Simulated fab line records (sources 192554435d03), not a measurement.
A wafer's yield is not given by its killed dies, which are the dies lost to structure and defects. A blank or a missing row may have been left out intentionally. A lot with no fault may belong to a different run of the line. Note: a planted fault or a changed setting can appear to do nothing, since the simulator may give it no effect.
Lot-split experiment || flow n5 finfet || on a route of 1938 steps: 7 lots, 21 wafers read

## THE SPLIT
At N5_SD_EPI_N_EPI_21 (deposits Si:P, time 690 s), the setting time s was moved away from the recipe's 690 s on 7 of the 21 wafers read, by -18.1% to +16.6%. This setting was run at the recipe's value on the other wafers.

## FROM THE SPLIT TO THE READING: what the file shows between them, 5 steps
- N5_SD_EPI_N_EPI_MEAS_23
- N5_SD_EPI_N_PRECLEAN_24: cleans in O3/DIW, time 60 s
- N5_SD_EPI_N_SRD_25: time 30 s
- N5_SD_ACTIVATION_RTA_00: time 0 s
- N5_SD_ACTIVATION_LSA_01: time 0.0008 s

## THE READING
RS_SD_N, in ohm/sq, at N5_SD_ACTIVATION_RS_MEAS_03 (measures by four-point-probe). A value of 21.9 ohm/sq with a standard deviation of 0.33 ohm/sq is what fault-free wafers of this fab line usually give.

{"wafer": "L075.2", "tool, chamber at the split": "epi rpcvd-02, 0", "time s as run, s": 787.5, "against the recipe": "+14.1%", "RS_SD_N, ohm/sq": 19.6, "against lot-mates on the recipe": -2.2}
{"wafer": "L075.3", "tool, chamber at the split": "epi rpcvd-02, 0", "time s as run, s": 787.5, "against the recipe": "+14.1%", "RS_SD_N, ohm/sq": 20.0, "against lot-mates on the recipe": -1.8}
{"wafer": "L075.6", "tool, chamber at the split": "epi rpcvd-02, 0", "time s as run, s": 690, "against the recipe": "recipe", "RS_SD_N, ohm/sq": 21.8, "against lot-mates on the recipe": "-"}
{"wafer": "L078.2", "tool, chamber at the split": "epi rpcvd-04, 0", "time s as run, s": 690, "against the recipe": "recipe", "RS_SD_N, ohm/sq": 21.4, "against lot-mates on the recipe": "-"}
{"wafer": "L078.3", "tool, chamber at the split": "epi rpcvd-04, 0", "time s as run, s": 799.2, "against the recipe": "+15.8%", "RS_SD_N, ohm/sq": 19.2, "against lot-mates on the recipe": -2.3}
{"wafer": "L078.6", "tool, chamber at the split": "epi rpcvd-04, 0", "time s as run, s": 690, "against the recipe": "recipe", "RS_SD_N, ohm/sq": 21.6, "against lot-mates on the recipe": "-"}
{"wafer": "L079.2", "tool, chamber at the split": "epi rpcvd-02, 0", "time s as run, s": 690, "against the recipe": "recipe", "RS_SD_N, ohm/sq": 22.1, "against lot-mates on the recipe": "-"}
{"wafer": "L079.5", "tool, chamber at the split": "epi rpcvd-02, 0", "time s as run, s": 564.8, "against the recipe": "-18.1%", "RS_SD_N, ohm/sq": 25.0, "against lot-mates on the recipe": "+3.0"}
{"wafer": "L079.6", "tool, chamber at the split": "epi rpcvd-02, 0", "time s as run, s": 690, "against the recipe": "recipe", "RS_SD_N, ohm/sq": 21.9, "against lot-mates on the recipe": "-"}
{"wafer": "L082.1", "tool, chamber at the split": "epi rpcvd-01, 0", "time s as run, s": 778.9, "against the recipe": "+12.9%", "RS_SD_N, ohm/sq": 20.1, "against lot-mates on the recipe": -1.9}
{"wafer": "L082.5", "tool, chamber at the split": "epi rpcvd-01, 0", "time s as run, s": 690, "against the recipe": "recipe", "RS_SD_N, ohm/sq": 22.0, "against lot-mates on the recipe": "-"}
{"wafer": "L082.6", "tool, chamber at the split": "epi rpcvd-01, 0", "time s as run, s": 778.9, "against the recipe": "+12.9%", "RS_SD_N, ohm/sq": 20.2, "against lot-mates on the recipe": -1.8}
{"wafer": "L083.1", "tool, chamber at the split": "epi rpcvd-01, 0", "time s as run, s": 690, "against the recipe": "recipe", "RS_SD_N, ohm/sq": 21.7, "against lot-mates on the recipe": "-"}
{"wafer": "L083.4", "tool, chamber at the split": "epi rpcvd-01, 0", "time s as run, s": 690, "against the recipe": "recipe", "RS_SD_N, ohm/sq": 21.4, "against lot-mates on the recipe": "-"}
{"wafer": "L083.6", "tool, chamber at the split": "epi rpcvd-01, 0", "time s as run, s": 690, "against the recipe": "recipe", "RS_SD_N, ohm/sq": 21.4, "against lot-mates on the recipe": "-"}
{"wafer": "L087.1", "tool, chamber at the split": "epi rpcvd-02, 0", "time s as run, s": 690, "against the recipe": "recipe", "RS_SD_N, ohm/sq": 21.8, "against lot-mates on the recipe": "-"}
{"wafer": "L087.4", "tool, chamber at the split": "epi rpcvd-02, 0", "time s as run, s": 690, "against the recipe": "recipe", "RS_SD_N, ohm/sq": 21.7, "against lot-mates on the recipe": "-"}
{"wafer": "L087.5", "tool, chamber at the split": "epi rpcvd-02, 0", "time s as run, s": 690, "against the recipe": "recipe", "RS_SD_N, ohm/sq": 21.9, "against lot-mates on the recipe": "-"}
{"wafer": "L088.2", "tool, chamber at the split": "epi rpcvd-04, 0", "time s as run, s": 690, "against the recipe": "recipe", "RS_SD_N, ohm/sq": 22.2, "against lot-mates on the recipe": "-"}
{"wafer": "L088.5", "tool, chamber at the split": "epi rpcvd-04, 0", "time s as run, s": 804.2, "against the recipe": "+16.6%", "RS_SD_N, ohm/sq": 20.0, "against lot-mates on the recipe": -2.1}
{"wafer": "L088.6", "tool, chamber at the split": "epi rpcvd-04, 0", "time s as run, s": 690, "against the recipe": "recipe", "RS_SD_N, ohm/sq": 22.1, "against lot-mates on the recipe": "-"}

THE FIT
A straight line over all 21 wafers: RS_SD_N changes by -0.147 ohm/sq for each +1% of time s; r = -0.97; the points scatter about the line by 0.31 ohm/sq.
The same after taking each lot's own level away (the mean of its wafers on the recipe; 21 wafers): -0.147 ohm/sq for each +1%; r = -0.99; scatter 0.14 ohm/sq.
According to that fit, moving time s by its largest amount changes the reading by 2.7 ohm/sq.
The span of the lots' own levels, 21.50 to 22.15 ohm/sq, comes to 2.0 times the standard deviation stated above.
The two slopes are in agreement: the lot-to-lot level therefore moves the slope only a little.
Check: for one of the wafers moved furthest among these (-18.1%), held out of the fit, the line's prediction against its lot-mates is +2.54 ohm/sq. It came out at +3 ohm/sq against them.

## OTHER SPLITS APPLIED TO THESE WAFERS
These wafers also went through other splits before the reading. Each is held against what the fit with the lots' levels taken away leaves over:
{"other split on the same wafers": "N5_PMOS_HMC_CHANNEL_EPI_PEB_07 peb temp c", "wafers away from the commonest value": 5, "r with RS_SD_N (lot level and that fit taken away)": -0.16}
{"other split on the same wafers": "N5_PMOS_HMC_CHANNEL_EPI_DEVELOP_08 develop time s", "wafers away from the commonest value": 6, "r with RS_SD_N (lot level and that fit taken away)": "+0.08"}
{"other split on the same wafers": "N5_FIN_SAQP_EXPOSE_13 dose mj", "wafers away from the commonest value": 9, "r with RS_SD_N (lot level and that fit taken away)": "+0.35"}
{"other split on the same wafers": "N5_SD_EPI_N_EXPOSE_06 dose mj", "wafers away from the commonest value": 7, "r with RS_SD_N (lot level and that fit taken away)": -0.14}
{"other split on the same wafers": "N5_SD_EPI_N_DESCUM_14 time s", "wafers away from the commonest value": 8, "r with RS_SD_N (lot level and that fit taken away)": -0.10}

## THE WHOLE CHAIN: every reading that the file lists as answering this split, in the file's order
{"step": "N5_SD_EPI_N_EPI_21", "what it does": "deposits Si:P, time 690 s", "reading": "Si-P_of_SD_EPI_N_EPI_21.thk nm (the simulator's own value, which no gauge read)", "change (the file's fit)": "+0.412 nm for each +1% of the setting", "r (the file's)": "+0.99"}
{"step": "N5_SD_EPI_N_EPI_MEAS_23", "what it does": "", "reading": "thk nm", "change (the file's fit)": "withheld for each +1% of the setting", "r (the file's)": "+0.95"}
{"step": "N5_SD_ACTIVATION_RS_MEAS_03", "what it does": "measures by four-point-probe", "reading": "RS_SD_N", "change (the file's fit)": "-0.147 for each +1% of the setting", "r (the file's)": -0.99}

## FILE'S OWN FIT
RS_SD_N changes by -0.147 ohm/sq for each +1% of time s, r = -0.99.
